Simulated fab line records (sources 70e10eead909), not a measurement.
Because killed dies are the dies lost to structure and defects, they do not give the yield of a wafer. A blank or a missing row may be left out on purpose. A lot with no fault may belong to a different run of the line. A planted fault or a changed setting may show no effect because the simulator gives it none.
A struck lot beside a sound one || flow nand-harc || 13 out of 1302 route steps
Sound: these wafers, L183.4, L183.5, L183.6. Struck: wafers L186.2, L186.4 (left out: L186.3, a lot-mate that was not struck); the cause follows at the end.
Per side, at each step with rows, come the tool, then ch with its chambers, and then its first start. Under that, the readings that differ: sound wafers || struck wafers || difference of the means || sigmas: that difference in standard deviations of wafers without a fault.
alike: readings whose means differ by less than 2 such deviations, and words and numbers that are the same on both sides. not compared: withheld readings, readings that some wafer has no value for, bounds like >300 that may hide the same value, and numbers for which the record gives no deviation and whose values overlap.
The two part at a step that has a row with sigmas, a row that says differs or no value, or rows on one side only. Numbers that don't overlap but have no deviation are shown without sigmas and don't part them. Lack of a reading on every wafer of one side parts them only where that side has two or more wafers.

first, 3 steps without rows for these wafers: NHARC_A_STAIRCASE_TRIM_16 (chemistry O2, time 211.2 s); NHARC_A_STAIRCASE_ETCH_17 (etches the open film in C4F8/O2, target depth 100 nm, time 40.5 s); NHARC_A_STAIRCASE_TRIM_18 (chemistry O2, time 211.2 s).
NHARC_A_STAIRCASE_ETCH_19: etches the open film in C4F8/O2, target depth 100 nm, time 40.5 s.
  sound on rie-diel-04 ch 0,3; struck on rie-diel-06 ch 0,2
{"reading": "run-length-s (s)", "sound": "61.4 61.5 61.8", "struck": "62.2 62.7", "difference": "+0.9", "sigmas": "+2"}
  alike: oes-product-au, rf-fwd-power-W, rf-vpp-V
  not compared: rf-hours-counter-h
NHARC_A_STAIRCASE_TRIM_20: chemistry O2, time 211.2 s.
  sound on rie-diel-01 ch 1,2, day 17 08:05; struck on rie-diel-01 ch 1,3, day 18 06:44
  alike: drypump-motor-current-A, oes-product-au, rf-vpp-V, showerhead-plenum-p-Torr, throttle-valve-pct
  not compared: rf-hours-counter-h
then, 2 steps without rows for these wafers: NHARC_A_STAIRCASE_ETCH_21 (etches the open film in C4F8/O2, target depth 100 nm, time 40.5 s); NHARC_A_STAIRCASE_TRIM_22 (chemistry O2, time 211.2 s).
NHARC_A_STAIRCASE_ETCH_23: etches the open film in C4F8/O2, target depth 100 nm, time 40.5 s.
  sound on rie-diel-01 ch 1,2; struck on rie-diel-01 ch 2,3
  alike: oes-product-au, rf-fwd-power-W, rf-vpp-V, run-length-s
  not compared: rf-hours-counter-h
then, 1 step without rows for these wafers: NHARC_A_STAIRCASE_TRIM_24 (chemistry O2, time 211.2 s).
NHARC_A_STAIRCASE_ETCH_25: etches the open film in C4F8/O2, target depth 100 nm, time 40.5 s.
  sound on rie-diel-01 ch 2,3; struck on rie-diel-01 ch 0,3
{"reading": "oes-product-au (a.u.)", "sound": "0.963 0.963 0.953", "struck": "0.933 0.917", "difference": -0.035, "sigmas": -2}
  alike: rf-fwd-power-W, rf-vpp-V, run-length-s
  not compared: rf-hours-counter-h
NHARC_A_STAIRCASE_TRIM_26: chemistry O2, time 211.2 s.
  sound on rie-diel-01 ch 2,3; struck on rie-diel-01 ch 0,3
  alike: drypump-motor-current-A, oes-product-au, rf-vpp-V, showerhead-plenum-p-Torr, throttle-valve-pct
  not compared: rf-hours-counter-h
NHARC_A_STAIRCASE_ETCH_27: etches the open film in C4F8/O2, target depth 100 nm, time 40.5 s.
  sound on rie-diel-01 ch 0,1,3, day 17 08:59; struck on rie-diel-01 ch 1,3, day 18 08:56
{"reading": "run-length-s (s)", "sound": "61.8 62.1 61.6", "struck": "71.1 71.6", "difference": "+9.5", "sigmas": "+24"}
  alike: oes-product-au, rf-fwd-power-W, rf-vpp-V
  not compared: rf-hours-counter-h
-- record jumps: 9 days between struck wafers' starts before vs after; left off in module A_STAIRCASE, resumes in module END, first step shown is number 1302 of the route --
NHARC_END_SORT_01:
  only the struck wafers appear in the record here, on prober-02 ch 0 at day 27 00:46; the sound ones have no rows

## WHERE THEY PART
At NHARC_A_STAIRCASE_ETCH_19 first; at NHARC_END_SORT_01 last (within this record only).

WHY: the cause the simulator had injected
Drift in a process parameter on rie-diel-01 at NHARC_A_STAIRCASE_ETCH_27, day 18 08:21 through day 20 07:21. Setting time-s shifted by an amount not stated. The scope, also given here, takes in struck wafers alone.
